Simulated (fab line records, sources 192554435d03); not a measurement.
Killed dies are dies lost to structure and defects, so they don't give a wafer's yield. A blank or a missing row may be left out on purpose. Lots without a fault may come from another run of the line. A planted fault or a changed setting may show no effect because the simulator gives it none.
fab line records | flow n5_finfet
record lots=3 wafers=9 last_day=17
route steps=1938 shown BEOL_M3@1011 BEOL_M4@1021
lots that met no fault: from a run of the same line without faults
start_h: hours from the record's first day to the start of the lot's first wafer shown | wait_h: hours since the lot's step before | " the same as in the row above | L1.1+2: a row that stands for several wafers | - no value, or no start given | * or withheld: withheld | < > ~ a bound
route shown NAME@n: a module of which the file shows steps, and the number in the route of the first | usual: mean/standard deviation of fault-free wafers | same: alike in all rows | chamber/n: place in a boat | sites: the reading at each site | _std_site: their standard deviation | _edge_site: outer sites' mean less inner sites' | radius_mm: how far each site lies from the wafer's centre | mask NAME#n: copy n | behind: the tool/chamber that last shaped the wafer | hold: why the lot was held/for how many hours/how that ended | device: the transistor (n, p or np) that didn't switch | end of line: the same wafers' tests at the end of the route | a step without rows: its recipe alone | killed: dies lost to structure and defects at the first sort, not the wafer's yield | map: a wafer's dies, x killed, . not, _ none there
set.NAME: the setting as run; set.NAME@STEP: as run at that earlier step | model.NAME: the simulator's own value behind a step, which no gauge read
lots at some steps of the route; a table a step, a row a wafer
services: from which hour (start_h, from the record's first day; less than 0 if before it) a tool's chamber was out of use, for how many hours, and why
## steps
# step N5_BEOL_M3_ECD_50
# recipe material=Cu target_thk_a=3000
# step N5_BEOL_M3_ANNEAL_51
# recipe temp_c=225 time_s=90 ambient=N2
# step N5_BEOL_M3_CMP_52
# recipe stop_on=SiOC t_overpolish_s=6.8 down_force_psi=1 platen_rpm=50 clearing_platen_down_force_psi=1.5 clearing_platen_rpm=50 post_cmp_clean=cu_alkaline target_thk_nm=40 clearing_platen_pad_velocity_m_s=0.99484 pad_velocity_m_s=0.99484
# step N5_BEOL_M3_PRE_CLEAN_60
# recipe gas=NH3/H2 time_s=15 temp_c=* rf_power_w=300
# step N5_BEOL_M3_CO_CAP_55
# recipe material=Co target_thk_a=20 temp_c=200 precursor=CCTBA/H2 pressure_torr=30 time_s=102.1
# step N5_BEOL_M3_PRE_CLEAN_56
# recipe gas=NH3 time_s=15 temp_c=withheld rf_power_w=300
# step N5_BEOL_M3_DEP_57
# recipe material=SiCN target_thk_a=80 temp_c=withheld precursor=3MS/NH3 pressure_torr=3 rf_w=202 time_s=14
# step N5_BEOL_M4_ILD_DEP_00
# recipe material=SiOC target_thk_a=790 temp_c=350 precursor=DEMS/O2 pressure_torr=5 rf_w=500 time_s=15.3
# step N5_BEOL_M4_PECVD_72
# recipe material=SiO2 target_thk_a=160 temp_c=400 precursor=TEOS/O2 pressure_torr=5.5 rf_w=450 teos_flow_sccm=53.8 gas=O2 flow_sccm=3000 time_s=18
# usual chamber_pressure_Torr=5.501/0.011 heater_power_w=686/84 showerhead_plenum_p_Torr=8.78/0.08 throttle_valve_pct=22.5/1.1
# columns lot.wafer tool chamber start_h wait_h chamber_pressure_Torr heater_power_w showerhead_plenum_p_Torr throttle_valve_pct model.SiO2_of_BEOL_M4_PECVD_72.thk_nm
L225.1 pecvd-01 0 215.93 0.1 5.493 673 8.73 22.3 16
L225.3 " 1 " " 5.517 552 8.91 22.4 16
L225.4 " 1 " " 5.495 565 8.89 22.7 16.4
L236.4 pecvd-01 0 284.21 0.1 5.490 763 8.77 22.5 22.2
L236.5 " 1 " " 5.513 645 8.92 22.6 16.2
L236.6 " 2 " " 5.513 563 8.70 21.2 21.8
L238.2 pecvd-03 0 289.48 0.0 5.481 862 8.82 23.0 15.8
L238.5 " 1 " " 5.514 625 8.80 24.4 15.8
L238.6 " 0 " " 5.498 897 8.80 22.7 15.8
# step N5_BEOL_M4_HM_DEP_02
# recipe material=TiN target_thk_a=200 temp_c=25 chamber_pressure_pa=0.49996
# step N5_BEOL_M4_COAT_61
# recipe resist=SOC temp_c=250 time_s=60 spin_rpm=1500 resist_thk_nm=60
# step N5_BEOL_M4_COAT_62
# recipe resist=SiARC temp_c=220 time_s=60 spin_rpm=1500 resist_thk_nm=12
# step N5_BEOL_M4_COAT_73
# recipe resist=underlayer temp_c=205 time_s=60 spin_rpm=1500 resist_thk_nm=5
# step N5_BEOL_M4_COAT_05
# recipe resist=CAR-EUV spin_rpm=1500 resist_thk_nm=30
# step N5_BEOL_M4_EBR_07
# recipe solvent=PGMEA ebr_width_mm=1.5
# step N5_BEOL_M4_SOFTBAKE_06
# recipe temp_c=110 time_s=60 resist=CAR-EUV
# step N5_BEOL_M4_EXPOSE_08
# recipe mask_id=M4 na=0.33 source_shape=dipole sigma_inner=0.369 sigma_outer=0.767 polarization=unpolarized dose_mj=41.25
# step N5_BEOL_M4_PEB_09
# recipe peb_temp_c=100 peb_time_s=60 resist=CAR-EUV
# step N5_BEOL_M4_DEVELOP_10
# recipe develop_time_s=30 developer=TMAH resist=CAR-EUV rinse_liquid=surfactant_rinse dry=air_spin dev_temp_c=23
# step N5_BEOL_M4_DESCUM_16
# recipe chemistry=O2 time_s=7 source_power_w=50 bias_power_w=20 pressure_mtorr=20 rf_frequency_hz=2.712e+07 temp_c=40 resist=CAR-EUV o2_flow_sccm=225
# step N5_BEOL_M4_ETCH_74
# recipe chemistry=N2/H2 target=underlayer target_depth_a=65 mask_material=CAR-EUV time_s=5.2 ion_energy_ev=200 pressure_mtorr=30 source_w=840 bias_w=150 n2_flow_sccm=200 h2_flow_sccm=200 ends=cleared
# step N5_BEOL_M4_ETCH_63
# recipe chemistry=CF4 target=SiARC target_depth_a=156 mask_material=CAR-EUV time_s=26 ion_energy_ev=80 pressure_mtorr=40 source_w=545 bias_w=36 Ar_flow_sccm=100 cf4_flow_sccm=100 ends=cleared
# step N5_BEOL_M4_ETCH_64
# recipe chemistry=N2/H2 target=SOC target_depth_a=750 overetch_a=225 mask_material=SiARC temp_c=40 time_s=121.9 ion_energy_ev=200 pressure_mtorr=30 source_w=840 bias_w=150 n2_flow_sccm=200 h2_flow_sccm=200
# step N5_BEOL_M4_STRIP_65
# recipe chemistry=N2/H2 temp_c=40 n2_flow_sccm=200 h2_flow_sccm=200 rf_frequency_hz=6e+07
# step N5_BEOL_M4_STRIP_75
# recipe chemistry=N2/H2 temp_c=40 n2_flow_sccm=200 h2_flow_sccm=200 rf_frequency_hz=6e+07
# step N5_BEOL_M4_STRIP_66
# recipe chemistry=CF4 resist=SiARC power_w=300 bias_power_w=75 pressure_mtorr=50 cf4_flow_sccm=150 rf_frequency_hz=6e+07
# step N5_BEOL_M4_HM_OPEN_17
# recipe chemistry=Cl2/BCl3 target_depth_a=200 overetch_a=60 target=TiN mask_material=SOC ion_energy_ev=150 pressure_mtorr=10 icp_w=1000 bias_w=126 Cl2_flow_sccm=53.25 bcl3_flow_sccm=21.75 Ar_flow_sccm=25
# step N5_BEOL_M4_STRIP_19
# recipe chemistry=O2 power_w=400 temp_c=40 pressure_mtorr=30 rf_frequency_hz=6e+07 bias_power_w=0 overash_fraction=0.2 o2_flow_sccm=225
# step N5_BEOL_M4_COAT_67
# recipe resist=SOC temp_c=250 time_s=60 spin_rpm=1500 resist_thk_nm=60
# step N5_BEOL_M4_COAT_68
# recipe resist=SiARC temp_c=220 time_s=60 spin_rpm=1500 resist_thk_nm=12
# step N5_BEOL_M4_COAT_76
# recipe resist=underlayer temp_c=205 time_s=60 spin_rpm=1500 resist_thk_nm=5
# step N5_BEOL_M4_COAT_22
# recipe resist=CAR-EUV spin_rpm=1500 resist_thk_nm=30
# step N5_BEOL_M4_EBR_24
# recipe solvent=PGMEA ebr_width_mm=1.5
# step N5_BEOL_M4_SOFTBAKE_23
# recipe temp_c=110 time_s=60 resist=CAR-EUV
# step N5_BEOL_M4_HM_STRIP_39
# recipe chemistry=peroxide_tin_strip material=TiN target_depth_a=250 temp_c=50 time_s=158
# columns lot.wafer tool chamber start_h wait_h model.SiO2_of_BEOL_M4_PECVD_72.thk_nm
L225.1 wet_bench-06 1 229.11 0.0 16
L225.3 " 3 " " 15.8
L225.4 " 2 " " 16.2
L236.4 wet_bench-06 2 289.57 0.0 22
L236.5 " 1 " " 16
L236.6 " 6 " " 21.8
L238.2+5 wet_bench-06 5,6 297.06 0.0 15.6
L238.6 " 0 " " 15.8
# step N5_BEOL_M4_CMP_52
# recipe stop_on=SiOC t_overpolish_s=6.8 down_force_psi=1 platen_rpm=50 clearing_platen_down_force_psi=1.5 clearing_platen_rpm=50 post_cmp_clean=cu_alkaline target_thk_nm=40 clearing_platen_pad_velocity_m_s=0.99484 pad_velocity_m_s=0.99484
# usual barrier_field_endpoint_s=24.5/0.61 motor_current_A=6.3/0.49
# columns lot.wafer tool chamber start_h wait_h barrier_field_endpoint_s motor_current_A
L225.3 cmp-04 0 233.27 0.2 24.2 6.4
L225.1 " 1 " " 24.0 5.9
L225.4 " 3 " " 24.5 5.9
L236.4 cmp-02 3 293.95 0.2 31.5 5.5
L236.6 " 1 " " 31.3 6.6
L236.5 " 2 " " 24.1 6.8
L238.2 cmp-03 2 300.57 0.2 25.0 7.2
L238.5 " 1 " " 25.7 6.2
L238.6 " 2 " " 25.0 7.1
# step N5_BEOL_M4_RC_MEAS_101
# usual DIBL_N=36.5/1.4 DIBL_P=36.6/1.6 IOFF_N=0.160/0.024 IOFF_P=0.217/0.029 ION_N=674/8.7 ION_P=464/6.5 SS_N=71.6/0.47 SS_P=73.4/0.57 VT_N=250.0/2.5 VT_P=-250/3.1
# columns lot.wafer tool chamber start_h wait_h DIBL_N[mV/V] DIBL_P[mV/V] IOFF_N[nA/um] IOFF_P[nA/um] ION_N[uA/um] ION_P[uA/um] SS_N[mV/dec] SS_P[mV/dec] VT_N[mV] VT_P[mV]
L225.1 prober-02 0 233.87 0.0 36.0 33.3 0.136 0.197 669 465 71.3 72.4 251.6 -248
L225.3 " 0 " " 38.4 36.2 0.192 0.230 677 463 71.5 73.5 246.7 -247
L225.4 " 0 " " 35.9 33.6 0.137 0.186 667 459 71.5 72.3 248.8 -251
L236.4 prober-01 0 294.96 0.5 40.2 40.2 0.245 0.299 693 473 72.9 73.9 247.0 -244
L236.5 " 0 " " 37.1 36.3 0.162 0.221 674 467 71.8 73.0 251.0 -250
L236.6 " 0 " " 36.4 36.4 0.159 0.221 679 467 71.3 73.8 249.7 -247
L238.2 prober-01 0 301.30 0.2 35.7 38.0 0.155 0.196 675 458 72.1 73.3 251.8 -252
L238.5 " 0 " " 35.5 38.1 0.153 0.204 680 462 71.6 73.2 251.5 -252
L238.6 " 0 " " 37.5 41.2 0.203 0.257 684 467 71.7 73.7 249.2 -248
## services
# columns tool chamber start_h hours kind
cmp-02 - 194.36 2.7 repair
cmp-04 - 194.47 1.4 repair
cmp-03 - 198.27 1.0 repair
pecvd-03 - 204.38 14.6 pm
cmp-02 - 218.33 5.7 pm
cmp-04 - 220.43 0.9 repair
cmp-04 - 223.47 4.0 pm
cmp-04 - 227.47 - consumable_replace:conditioner
cmp-04 - 227.47 - consumable_replace:pad
cmp-02 - 247.72 1.5 repair
pecvd-03 2 250.98 2.1 scheduled_down
wet_bench-06 - 262.93 10.4 repair
cmp-02 - 263.21 4.0 pm
cmp-02 - 267.21 - consumable_replace:conditioner
cmp-02 - 267.21 - consumable_replace:pad
pecvd-01 1 273.93 5.5 scheduled_down
pecvd-03 - 275.77 0.4 repair
pecvd-03 - 280.65 5.5 pm
cmp-04 - 281.99 2.7 repair
cmp-03 - 282.73 4.0 pm
cmp-03 - 286.73 - consumable_replace:conditioner
cmp-03 - 286.73 - consumable_replace:pad
cmp-04 - 298.99 5.5 pm
## key
first_sign step=N5_BEOL_M4_CMP_52 reading=barrier_field_endpoint_s direction=up sigmas=11 usual=24.5 struck=31.4
effect none on later readings
model_effect step=N5_BEOL_M4_PECVD_72 value=SiO2_of_BEOL_M4_PECVD_72.thk_nm without=16 struck=22
model_effect step=N5_BEOL_M4_HM_STRIP_39 value=SiO2_of_BEOL_M4_PECVD_72.thk_nm without=15.9 struck=21.9
met_at N5_BEOL_M4_PECVD_72
struck_wafers L236.4,L236.6
onset_between 215.93 284.21
fault kind=process_parameter_drift tool=pecvd-01 chamber=- onset_h=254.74 steps=N5_BEOL_M4_PECVD_72 channel=time_s offset=* shape=step end_h=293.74 scope=struck_wafers_only acts_in=* stated=*
